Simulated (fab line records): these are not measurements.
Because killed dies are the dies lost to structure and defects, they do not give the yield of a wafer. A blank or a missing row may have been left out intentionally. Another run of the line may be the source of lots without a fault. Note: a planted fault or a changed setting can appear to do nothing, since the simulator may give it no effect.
fab line records	flow n5-finfet
record: lots: 24	wafers: 72	last-day: 17
route steps=1938 shown BEOL_M2@918 BEOL_M3@973
lots that met no fault: taken from a fault-free run of the same line
start-h: the number of hours between the record's first day and the start of the first shown wafer of the lot	wait-h: hours elapsed since this lot's preceding step	" unchanged from the row above	L1.1+2: a single row standing in for several wafers	- value missing, or start not given	* or withheld: withheld	< > ~ a bound
route shown NAME@n: a module of which the file shows steps, and the number in the route of the first	usual: average and standard deviation across the fault-free wafers	same: alike in all rows	chamber/n: place in a boat	sites: readings site by site	_std_site: the values' standard deviation	_edge_site: mean of outer sites minus mean of inner sites	radius-mm: for every site, how far away it sits from the centre of the wafer	mask NAME#n: copy n	behind: the last tool/chamber to shape the wafer	hold: what put the lot on hold/how long, in hours/how the hold closed	device: whichever transistor did not switch (one of n, p or np)	end of line: the same wafers' tests at the end of the route	step lacking rows: just its recipe	killed: the dies lost at the first sort to structure and to defects; this is not the yield of the wafer	map: a wafer's dies, marking killed ones x, the rest . and places with no die _
set.NAME: setting as actually run; set.NAME@STEP: the setting as run at that earlier step	model.NAME: the simulator's own value behind a step, which no gauge read
a sample of lots followed through the steps of the route, with each step as a table and each wafer as a row
services: when a tool's chamber went out of use (start-h, in hours from the record's first day, below 0 if earlier), for how many hours, and the reason
== steps ==
step: N5_BEOL_M2_SPUTTER_94
recipe: material: Cu	target-thk-a: 45	temp-c: -20	chamber-pressure-pa: 0.07	power-w: withheld	time-s: 8.29
usual: chamber-pressure-pa: 0.07002/0.00013	throttle-valve-pct: 30.3/1.5
same: time-s: 8.29
lot.wafer	tool	chamber	start-h	wait-h	chamber-pressure-pa	throttle-valve-pct
L074.2	pvd-sputter-02	-	149.12	0.1	0.0699	31.6
L074.4	"	-	"	"	0.07006	32.0
L074.5	"	-	"	"	0.07013	30.0
L075.1	pvd-sputter-01	-	149.25	0.1	0.06961	28.4
L075.3	"	-	"	"	0.06998	30.9
L075.6	"	-	"	"	0.06996	30.9
L077.2	pvd-sputter-03	-	154.98	0.1	0.06997	31.9
L077.3	"	-	"	"	0.07018	29.8
L077.6	"	-	"	"	0.07005	31.5
L076.1	pvd-sputter-01	-	155.13	0.1	0.06998	28.2
L076.2	"	-	"	"	0.06982	30.2
L076.3	"	-	"	"	0.07014	28.5
L078.2	pvd-sputter-02	-	161.03	0.1	0.07	30.2
L078.3	"	-	"	"	0.07006	31.8
L078.5	"	-	"	"	0.06987	31.5
L079.1	pvd-sputter-03	-	167.15	0.1	0.06989	31.8
L079.4	"	-	"	"	0.07025	31.2
L079.6	"	-	"	"	0.0702	32.1
L081.2	pvd-sputter-02	-	178.85	0.1	0.06999	30.2
L081.3	"	-	"	"	0.06984	27.9
L081.4	"	-	"	"	0.07008	31.7
L080.2	pvd-sputter-01	-	179.24	0.1	0.07025	28.6
L080.3	"	-	"	"	0.07014	31.0
L080.6	"	-	"	"	0.06983	28.7
L082.1	pvd-sputter-02	-	190.92	0.1	0.06998	27.6
L082.2	"	-	"	"	0.0702	30.1
L082.4	"	-	"	"	0.06967	31.8
L083.1	pvd-sputter-01	-	194.33	0.1	0.07038	30.8
L083.3	"	-	"	"	0.07022	28.5
L083.6	"	-	"	"	0.06992	28.4
L084.1	pvd-sputter-03	-	204.55	0.1	0.07008	29.7
L084.5	"	-	"	"	0.06986	29.2
L084.6	"	-	"	"	0.07022	32.1
L085.4	pvd-sputter-02	-	208.40	0.1	0.06995	27.9
L085.5	"	-	"	"	0.07016	31.5
L085.6	"	-	"	"	0.07012	31.9
L087.2	pvd-sputter-02	-	223.33	0.1	0.06996	29.8
L087.5	"	-	"	"	0.07015	30.3
L087.6	"	-	"	"	0.06991	27.4
L088.1	pvd-sputter-03	-	227.73	0.1	0.06983	31.5
L088.2	"	-	"	"	0.07001	31.8
L088.6	"	-	"	"	0.07018	29.7
L086.1	pvd-sputter-02	-	228.17	0.1	0.07009	32.1
L086.3	"	-	"	"	0.06999	30.1
L086.4	"	-	"	"	0.0698	31.9
L089.1	pvd-sputter-02	-	233.17	0.1	0.07012	32.1
L089.3	"	-	"	"	0.06995	27.6
L089.5	"	-	"	"	0.07013	30.4
L090.3	pvd-sputter-03	-	234.57	0.1	0.0702	31.5
L090.4	"	-	"	"	0.07	31.7
L090.6	"	-	"	"	0.07008	31.8
L091.1	pvd-sputter-02	-	240.90	0.1	0.07011	27.9
L091.3	"	-	"	"	0.07007	31.9
L091.5	"	-	"	"	0.06996	31.7
L092.1	pvd-sputter-03	-	249.35	0.1	0.06992	30.0
L092.2	"	-	"	"	0.07001	31.9
L092.6	"	-	"	"	0.07007	31.5
L093.1	pvd-sputter-03	-	252.59	0.1	0.06991	31.4
L093.3	"	-	"	"	0.07011	28.9
L093.4	"	-	"	"	0.07003	30.1
L094.1	pvd-sputter-01	-	270.30	0.1	0.07019	28.5
L094.5	"	-	"	"	0.06997	29.7
L094.6	"	-	"	"	0.06994	28.5
L096.1	pvd-sputter-02	-	272.40	0.1	0.07	30.3
L096.2	"	-	"	"	0.07016	27.7
L096.5	"	-	"	"	0.06993	27.6
L095.2	pvd-sputter-02	-	275.22	0.1	0.07006	30.3
L095.3	"	-	"	"	0.07006	31.8
L095.5	"	-	"	"	0.06995	30.4
L097.2	pvd-sputter-03	-	276.78	0.1	0.06994	29.9
L097.3	"	-	"	"	0.07011	32.0
L097.6	"	-	"	"	0.07003	29.1
step: N5_BEOL_M2_CO_CAP_55
recipe: material: Co	target-thk-a: 20	temp-c: 200	precursor: CCTBA/H2	pressure-torr: 30	time-s: 102.1
usual: heater-power-w: 229/23
same: time-s: 102.1
lot.wafer	tool	chamber	start-h	wait-h	heater-power-w
L074.2	cvd-co-02	1	150.20	0.0	236
L074.4	"	2	"	"	260
L074.5	"	1	"	"	239
L075.1	cvd-co-01	1	150.34	0.0	230
L075.3	"	2	"	"	187
L075.6	"	1	"	"	235
L077.2	cvd-co-01	0	156.26	0.0	226
L077.3	"	2	"	"	187
L077.6	"	2	"	"	190
L076.1	cvd-co-02	1	156.50	0.0	231
L076.2	"	0	"	"	233
L076.3	"	2	"	"	263
L078.2	cvd-co-01	2	162.13	0.0	187
L078.3	"	1	"	"	233
L078.5	"	0	"	"	240
L079.1	cvd-co-01	2	168.28	0.0	190
L079.4	"	2	"	"	185
L079.6	"	1	"	"	233
L081.2	cvd-co-02	2	179.94	0.0	269
L081.3	"	0	"	"	221
L081.4	"	0	"	"	227
L080.2	cvd-co-02	2	180.32	0.0	265
L080.3	"	0	"	"	227
L080.6	"	1	"	"	235
L082.1	cvd-co-01	1	192.00	0.0	234
L082.2	"	2	"	"	188
L082.4	"	0	"	"	231
L083.1	cvd-co-01	2	195.42	0.0	192
L083.3	"	1	"	"	229
L083.6	"	0	"	"	234
L084.1	cvd-co-02	1	205.63	0.0	241
L084.5	"	0	"	"	226
L084.6	"	1	"	"	232
L085.4	cvd-co-02	1	209.55	0.0	236
L085.5	"	2	"	"	262
L085.6	"	0	"	"	222
L087.2	cvd-co-01	2	224.41	0.0	186
L087.5	"	1	"	"	230
L087.6	"	0	"	"	241
L088.1	cvd-co-01	1	228.81	0.0	230
L088.2	"	0	"	"	232
L088.6	"	1	"	"	231
L086.1	cvd-co-02	2	229.25	0.0	258
L086.3	"	1	"	"	237
L086.4	"	1	"	"	238
L089.1	cvd-co-01	0	234.26	0.0	232
L089.3	"	2	"	"	188
L089.5	"	2	"	"	189
L090.3	cvd-co-02	0	235.65	0.0	225
L090.4	"	2	"	"	258
L090.6	"	1	"	"	233
L091.1	cvd-co-01	0	241.99	0.0	231
L091.3	"	2	"	"	188
L091.5	"	1	"	"	234
L092.1	cvd-co-02	2	250.44	0.0	272
L092.2	"	1	"	"	231
L092.6	"	0	"	"	222
L093.1	cvd-co-01	1	253.89	0.0	230
L093.3	"	2	"	"	188
L093.4	"	1	"	"	238
L094.1	cvd-co-02	2	271.39	0.0	269
L094.5	"	0	"	"	227
L094.6	"	1	"	"	229
L096.1	cvd-co-02	2	273.74	0.0	265
L096.2	"	1	"	"	238
L096.5	"	0	"	"	223
L095.2	cvd-co-01	2	276.32	0.0	187
L095.3	"	0	"	"	239
L095.5	"	2	"	"	191
L097.2	cvd-co-02	0	278.16	0.0	224
L097.3	"	1	"	"	235
L097.6	"	1	"	"	236
step: N5_BEOL_M3_ETCHBACK_99
recipe: chemistry: CHF3	target: SiO2	target-depth-a: 50	time-s: 10.4	source-w: 215	bias-w: 47	Ar_flow_sccm: 200	CHF3_flow_sccm: 12	ion-energy-ev: 100	pressure-mtorr: 30
usual: drypump-motor-current-A: 5.7/0.38	oes_f_703_au: 0.81/0.074	oes-product-au: 0.81/0.069	rf-vpp-V: 240/3.3	showerhead-plenum-p-Torr: 2.17/0.088	throttle-valve-pct: 17.01/0.26
same: time-s: 10.4
lot.wafer	tool	chamber	start-h	wait-h	drypump-motor-current-A	oes_f_703_au	oes-product-au	rf-hours-counter-h	rf-vpp-V	showerhead-plenum-p-Torr	throttle-valve-pct
L074.2	rie-diel-02	3	155.05	1.0	5.8	0.85	0.85	65	240	2.29	16.65
L074.4	"	1	"	"	5.6	0.90	0.91	37	236	2.28	16.71
L074.5	"	1	"	"	5.6	0.90	0.91	-	237	2.28	16.69
L075.1	rie-diel-04	1	155.09	1.0	5.6	0.68	0.71	203	242	2.14	17.16
L075.3	"	0	"	"	5.6	0.93	0.95	7	243	2.10	16.63
L075.6	"	0	"	"	5.6	0.93	0.95	-	243	2.10	16.63
L077.2	rie-diel-02	2	168.95	8.6	6.5	0.80	0.80	76	234	2.07	17.29
L077.3	"	0	"	"	5.1	0.76	0.75	153	243	2.27	17.39
L077.6	"	0	"	"	5.1	0.76	0.76	-	241	2.27	17.39
L078.2	rie-diel-02	0	169.79	4.6	5.1	0.76	0.75	153	243	2.27	17.39
L078.3	"	3	"	"	5.9	0.84	0.84	69	240	2.29	16.65
L078.5	"	0	"	"	5.1	0.76	0.75	-	242	2.27	17.40
L076.1	rie-diel-04	1	170.45	10.0	5.5	0.68	0.70	207	243	2.14	17.16
L076.2	"	3	"	"	6.0	0.95	0.91	20	236	2.19	17.05
L076.3	"	2	"	"	5.4	0.86	0.82	90	236	2.08	17.10
L079.1	rie-diel-04	1	174.38	2.3	5.5	0.67	0.71	209	245	2.14	17.18
L079.4	"	0	"	"	5.7	0.91	0.94	12	243	2.10	16.63
L079.6	"	3	"	"	6.0	0.94	0.92	-	236	2.19	17.03
L081.2	rie-diel-06	3	183.68	1.3	5.6	0.76	0.76	161	244	2.22	16.95
L081.3	"	0	"	"	5.6	0.72	0.71	198	239	2.04	17.14
L081.4	"	2	"	"	6.0	0.83	0.83	-	244	2.26	16.84
L080.2	rie-diel-02	0	185.14	0.1	5.1	0.76	0.75	158	242	2.26	17.39
L080.3	"	3	"	"	5.9	0.84	0.82	74	240	2.29	16.67
L080.6	"	3	"	"	5.9	0.84	0.83	-	240	2.29	16.67
L082.1	rie-diel-04	0	194.31	0.2	5.6	0.90	0.92	17	243	2.09	16.66
L082.2	"	1	"	"	5.5	0.67	0.70	214	243	2.14	17.19
L082.4	"	3	"	"	6.0	0.93	0.90	27	236	2.19	17.05
L083.1	rie-diel-06	1	204.83	4.9	6.2	0.88	0.83	56	236	2.10	16.75
L083.3	"	2	"	"	6.0	0.82	0.82	87	242	2.26	16.86
L083.6	"	2	"	"	6.0	0.82	0.81	-	243	2.26	16.85
L084.1	rie-diel-06	0	211.23	3.1	5.6	0.72	0.71	207	239	2.04	17.15
L084.5	"	2	"	"	6.0	0.82	0.81	-	243	2.26	16.85
L084.6	"	3	"	"	5.6	0.75	0.74	-	244	2.22	16.94
L085.4	rie-diel-06	2	215.16	1.9	6.0	0.82	0.81	91	243	2.26	16.86
L085.5	"	0	"	"	5.6	0.71	0.70	-	240	2.04	17.16
L085.6	"	3	"	"	5.6	0.75	0.74	-	245	2.22	16.93
L087.2	rie-diel-06	2	228.33	1.1	6.0	0.82	0.81	95	244	2.26	16.86
L087.5	"	2	"	"	6.0	0.81	0.81	-	242	2.26	16.86
L087.6	"	1	"	"	6.2	0.87	0.84	-	236	2.10	16.77
L088.1	rie-diel-06	1	231.25	0.1	6.2	0.87	0.84	64	236	2.10	16.77
L088.2	"	3	"	"	5.6	0.75	0.74	177	245	2.21	16.97
L088.6	"	0	"	"	5.6	0.71	0.71	-	238	2.04	17.17
L086.1	rie-diel-04	1	234.15	2.8	5.5	0.66	0.70	226	243	2.13	17.21
L086.3	"	2	"	"	5.3	0.84	0.81	109	238	2.07	17.16
L086.4	"	3	"	"	6.0	0.91	0.88	40	236	2.18	17.07
L089.1	rie-diel-02	0	238.24	1.3	5.1	0.74	0.74	173	241	2.26	17.44
L089.3	"	2	"	"	6.5	0.78	0.78	99	235	2.06	17.34
L089.5	"	1	"	"	5.6	0.86	0.87	-	236	2.27	16.75
L090.3	rie-diel-04	2	241.06	1.1	5.3	0.83	0.80	110	237	2.07	17.16
L090.4	"	1	"	"	5.5	0.67	0.69	227	244	2.13	17.20
L090.6	"	1	"	"	5.5	0.67	0.69	-	242	2.13	17.18
L091.1	rie-diel-04	0	246.72	0.1	5.6	0.86	0.90	32	242	2.09	16.67
L091.3	"	3	"	"	6.0	0.90	0.87	43	234	2.18	17.09
L091.5	"	0	"	"	5.6	0.87	0.89	-	242	2.09	16.66
L093.1	rie-diel-04	0	261.32	4.5	5.6	0.87	0.87	37	245	2.09	16.70
L093.3	"	2	"	"	5.4	0.83	0.79	117	239	2.07	17.15
L093.4	"	1	"	"	5.5	0.66	0.69	234	244	2.13	17.22
L092.1	rie-diel-02	1	261.79	8.8	5.6	0.85	0.85	72	236	2.27	16.76
L092.2	"	2	"	"	6.5	0.77	0.77	109	237	2.06	17.34
L092.6	"	2	"	"	6.5	0.77	0.77	-	236	2.06	17.33
L094.1	rie-diel-02	2	276.79	2.5	6.5	0.77	0.76	114	237	2.06	17.36
L094.5	"	0	"	"	5.1	0.73	0.73	-	242	2.25	17.47
L094.6	"	1	"	"	5.6	0.84	0.85	-	236	2.27	16.77
L096.1	rie-diel-02	3	279.72	1.2	5.9	0.81	0.81	93	239	2.28	16.72
L096.2	"	0	"	"	5.1	0.73	0.73	188	242	2.25	17.48
L096.5	"	0	"	"	5.1	0.73	0.73	-	240	2.25	17.47
L095.2	rie-diel-02	1	280.86	1.7	5.7	0.84	0.85	78	237	2.27	16.79
L095.3	"	3	"	"	5.9	0.82	0.81	94	239	2.28	16.71
L095.5	"	3	"	"	5.9	0.81	0.81	-	240	2.28	16.71
L097.2	rie-diel-04	3	282.46	0.1	6.0	0.89	0.85	55	235	2.18	17.10
L097.3	"	2	"	"	5.3	0.82	0.79	124	237	2.07	17.17
L097.6	"	2	"	"	5.3	0.83	0.79	-	238	2.07	17.17
step: N5_BEOL_M3_DEGAS_44
recipe: ambient: vacuum	temp-c: 250	time-s: 60
usual: heater-power-w: 352/28
same: time-s: 60
lot.wafer	tool	chamber	start-h	wait-h	heater-power-w
L074.2	pvd-sputter-03	-	155.63	0.0	361
L074.4	"	-	"	"	333
L074.5	"	-	"	"	378
L075.1	pvd-sputter-01	-	155.71	0.1	339
L075.3	"	-	"	"	381
L075.6	"	-	"	"	282
L077.2	pvd-sputter-01	-	170.33	0.8	338
L077.3	"	-	"	"	277
L077.6	"	-	"	"	379
L078.2	pvd-sputter-03	-	170.99	0.6	338
L078.3	"	-	"	"	363
L078.5	"	-	"	"	385
L076.1	pvd-sputter-01	-	171.23	0.2	371
L076.2	"	-	"	"	332
L076.3	"	-	"	"	287
L079.1	pvd-sputter-02	-	175.15	0.2	369
L079.4	"	-	"	"	338
L079.6	"	-	"	"	367
L081.2	pvd-sputter-02	-	184.32	0.1	376
L081.3	"	-	"	"	349
L081.4	"	-	"	"	365
L080.2	pvd-sputter-02	-	186.58	0.9	370
L080.3	"	-	"	"	337
L080.6	"	-	"	"	373
L082.1	pvd-sputter-01	-	195.21	0.4	336
L082.2	"	-	"	"	341
L082.4	"	-	"	"	384
L083.1	pvd-sputter-01	-	205.54	0.2	346
L083.3	"	-	"	"	280
L083.6	"	-	"	"	330
L084.1	pvd-sputter-03	-	212.23	0.5	301
L084.5	"	-	"	"	332
L084.6	"	-	"	"	310
L085.4	pvd-sputter-02	-	215.84	0.1	368
L085.5	"	-	"	"	331
L085.6	"	-	"	"	374
L087.2	pvd-sputter-03	-	229.11	0.2	367
L087.5	"	-	"	"	314
L087.6	"	-	"	"	371
L088.1	pvd-sputter-03	-	232.07	0.3	378
L088.2	"	-	"	"	325
L088.6	"	-	"	"	319
L086.1	pvd-sputter-03	-	235.51	0.8	340
L086.3	"	-	"	"	383
L086.4	"	-	"	"	303
L089.1	pvd-sputter-02	-	238.99	0.2	377
L089.3	"	-	"	"	347
L089.5	"	-	"	"	379
L090.3	pvd-sputter-01	-	242.07	0.5	335
L090.4	"	-	"	"	342
L090.6	"	-	"	"	380
L091.1	pvd-sputter-01	-	247.51	0.2	381
L091.3	"	-	"	"	343
L091.5	"	-	"	"	338
L093.1	pvd-sputter-02	-	262.14	0.3	349
L093.3	"	-	"	"	372
L093.4	"	-	"	"	358
L092.1	pvd-sputter-02	-	262.40	0.1	373
L092.2	"	-	"	"	374
L092.6	"	-	"	"	364
L094.1	pvd-sputter-02	-	277.56	0.2	343
L094.5	"	-	"	"	379
L094.6	"	-	"	"	375
L096.1	pvd-sputter-03	-	280.38	0.1	306
L096.2	"	-	"	"	374
L096.5	"	-	"	"	341
L095.2	pvd-sputter-02	-	281.75	0.3	373
L095.3	"	-	"	"	371
L095.5	"	-	"	"	375
L097.2	pvd-sputter-03	-	283.42	0.4	299
L097.3	"	-	"	"	332
L097.6	"	-	"	"	340
step: N5_BEOL_M3_SPUTTER_48
recipe: material: Cu	target-thk-a: 45	temp-c: -20	chamber-pressure-pa: 0.07	power-w: withheld	time-s: 8.29
usual: chamber-pressure-pa: 0.06998/0.00015	throttle-valve-pct: 30.2/1.5
same: time-s: 8.29
lot.wafer	tool	chamber	start-h	wait-h	chamber-pressure-pa	throttle-valve-pct
L074.2	pvd-sputter-02	-	156.48	0.1	0.06997	32.0
L074.4	"	-	"	"	0.06993	30.3
L074.5	"	-	"	"	0.07019	30.3
L075.1	pvd-sputter-03	-	156.50	0.1	0.06972	31.6
L075.3	"	-	"	"	0.06998	32.0
L075.6	"	-	"	"	0.06989	29.6
L077.2	pvd-sputter-02	-	170.97	0.1	0.06985	31.3
L077.3	"	-	"	"	0.07003	31.9
L077.6	"	-	"	"	0.06997	32.2
L078.2	pvd-sputter-03	-	171.67	0.1	0.07013	30.0
L078.3	"	-	"	"	0.07008	31.8
L078.5	"	-	"	"	0.07006	29.8
L076.1	pvd-sputter-01	-	172.14	0.4	0.07017	31.1
L076.2	"	-	"	"	0.06969	29.9
L076.3	"	-	"	"	0.07007	28.5
L079.1	pvd-sputter-01	-	175.82	0.1	0.07004	28.3
L079.4	"	-	"	"	0.07025	29.8
L079.6	"	-	"	"	0.06983	31.0
L081.2	pvd-sputter-03	-	185.38	0.5	0.06993	29.9
L081.3	"	-	"	"	0.06964	31.8
L081.4	"	-	"	"	0.06978	29.0
L080.2	pvd-sputter-02	-	187.22	0.1	0.07002	32.1
L080.3	"	-	"	"	0.07011	31.6
L080.6	"	-	"	"	0.07054	31.7
L082.1	pvd-sputter-02	-	196.14	0.2	0.07012	31.6
L082.2	"	-	"	"	0.07005	32.1
L082.4	"	-	"	"	0.07003	30.1
L083.1	pvd-sputter-01	-	206.26	0.2	0.0696	28.2
L083.3	"	-	"	"	0.06993	28.4
L083.6	"	-	"	"	0.06991	31.1
L084.1	pvd-sputter-03	-	213.01	0.1	0.07012	29.6
L084.5	"	-	"	"	0.06997	32.0
L084.6	"	-	"	"	0.07008	29.5
L085.4	pvd-sputter-01	-	216.93	0.1	0.06982	30.8
L085.5	"	-	"	"	0.06981	30.9
L085.6	"	-	"	"	0.07006	28.3
L087.2	pvd-sputter-01	-	230.02	0.1	0.06997	28.6
L087.5	"	-	"	"	0.07004	29.8
L087.6	"	-	"	"	0.07004	28.5
L088.1	pvd-sputter-02	-	233.47	0.6	0.06988	31.6
L088.2	"	-	"	"	0.06969	31.9
L088.6	"	-	"	"	0.06971	31.9
L086.1	pvd-sputter-03	-	236.19	0.1	0.07008	28.7
L086.3	"	-	"	"	0.07016	30.0
L086.4	"	-	"	"	0.06994	31.8
L089.1	pvd-sputter-02	-	241.20	1.7	0.06996	31.5
L089.3	"	-	"	"	0.0698	30.3
L089.5	"	-	"	"	0.06976	31.4
L090.3	pvd-sputter-01	-	242.99	0.2	0.06999	30.0
L090.4	"	-	"	"	0.06988	28.7
L090.6	"	-	"	"	0.06963	28.3
L091.1	pvd-sputter-01	-	248.16	0.1	0.07011	28.5
L091.3	"	-	"	"	0.07003	30.9
L091.5	"	-	"	"	0.07011	28.3
L093.1	pvd-sputter-02	-	262.90	0.3	0.06999	30.1
L093.3	"	-	"	"	0.07002	31.4
L093.4	"	-	"	"	0.06997	32.2
L092.1	pvd-sputter-02	-	264.74	1.5	0.07016	32.0
L092.2	"	-	"	"	0.06961	27.5
L092.6	"	-	"	"	0.06997	27.8
L094.1	pvd-sputter-01	-	279.73	1.6	0.07011	30.7
L094.5	"	-	"	"	0.06972	28.3
L094.6	"	-	"	"	0.07011	29.9
L096.1	pvd-sputter-03	-	280.96	0.1	0.06984	31.4
L096.2	"	-	"	"	0.07003	30.0
L096.5	"	-	"	"	0.07004	31.9
L095.2	pvd-sputter-02	-	282.53	0.2	0.07013	31.4
L095.3	"	-	"	"	0.0699	30.0
L095.5	"	-	"	"	0.06992	30.2
L097.2	pvd-sputter-03	-	284.04	0.2	0.06993	32.1
L097.3	"	-	"	"	0.06997	29.7
L097.6	"	-	"	"	0.07011	31.5
step: N5_BEOL_M3_ANNEAL_80
recipe: temp-c: 400	time-s: 240	ambient: vacuum
usual: heater-power-w: 870/77
same: time-s: 240
lot.wafer	tool	chamber	start-h	wait-h	heater-power-w
L074.2	pvd-sputter-02	-	156.78	0.0	847
L074.4	"	-	"	"	943
L074.5	"	-	"	"	922
L075.1	pvd-sputter-03	-	156.80	0.0	831
L075.3	"	-	"	"	929
L075.6	"	-	"	"	926
L077.2	pvd-sputter-02	-	171.27	0.0	948
L077.3	"	-	"	"	851
L077.6	"	-	"	"	847
L078.2	pvd-sputter-03	-	171.97	0.0	947
L078.3	"	-	"	"	909
L078.5	"	-	"	"	947
L076.1	pvd-sputter-01	-	172.44	0.0	833
L076.2	"	-	"	"	835
L076.3	"	-	"	"	705
L079.1	pvd-sputter-01	-	176.12	0.0	708
L079.4	"	-	"	"	856
L079.6	"	-	"	"	833
L081.2	pvd-sputter-03	-	185.68	0.0	955
L081.3	"	-	"	"	886
L081.4	"	-	"	"	784
L080.2	pvd-sputter-02	-	187.52	0.0	849
L080.3	"	-	"	"	943
L080.6	"	-	"	"	935
L082.1	pvd-sputter-02	-	196.44	0.0	916
L082.2	"	-	"	"	834
L082.4	"	-	"	"	941
L083.1	pvd-sputter-01	-	206.56	0.0	712
L083.3	"	-	"	"	929
L083.6	"	-	"	"	831
L084.1	pvd-sputter-03	-	213.31	0.0	956
L084.5	"	-	"	"	911
L084.6	"	-	"	"	948
L085.4	pvd-sputter-01	-	217.23	0.0	854
L085.5	"	-	"	"	829
L085.6	"	-	"	"	686
L087.2	pvd-sputter-01	-	230.32	0.0	688
L087.5	"	-	"	"	847
L087.6	"	-	"	"	707
L088.1	pvd-sputter-02	-	233.77	0.0	905
L088.2	"	-	"	"	829
L088.6	"	-	"	"	853
L086.1	pvd-sputter-03	-	236.49	0.0	788
L086.3	"	-	"	"	937
L086.4	"	-	"	"	816
L089.1	pvd-sputter-02	-	241.50	0.0	926
L089.3	"	-	"	"	944
L089.5	"	-	"	"	909
L090.3	pvd-sputter-01	-	243.29	0.0	835
L090.4	"	-	"	"	955
L090.6	"	-	"	"	710
L091.1	pvd-sputter-01	-	248.46	0.0	960
L091.3	"	-	"	"	856
L091.5	"	-	"	"	693
L093.1	pvd-sputter-02	-	263.20	0.0	940
L093.3	"	-	"	"	929
L093.4	"	-	"	"	856
L092.1	pvd-sputter-02	-	265.04	0.0	853
L092.2	"	-	"	"	941
L092.6	"	-	"	"	920
L094.1	pvd-sputter-01	-	280.03	0.0	846
L094.5	"	-	"	"	691
L094.6	"	-	"	"	833
L096.1	pvd-sputter-03	-	281.26	0.0	842
L096.2	"	-	"	"	942
L096.5	"	-	"	"	907
L095.2	pvd-sputter-02	-	282.83	0.0	936
L095.3	"	-	"	"	941
L095.5	"	-	"	"	945
L097.2	pvd-sputter-03	-	284.34	0.0	915
L097.3	"	-	"	"	970
L097.6	"	-	"	"	838
== services ==
tool	chamber	start-h	hours	kind
cvd-co-01	0	126.95	15.1	repair
cvd-co-02	-	128.90	6.0	pm
pvd-sputter-03	-	139.16	3.7	repair
rie-diel-02	3	139.39	2.0	repair
rie-diel-04	3	146.43	9.5	repair
rie-diel-06	1	181.26	7.0	repair
rie-diel-06	2	187.71	4.6	repair
rie-diel-02	3	240.22	32.8	repair
cvd-co-01	-	267.98	6.0	pm
rie-diel-04	1	279.44	3.4	repair
== key ==
fault none
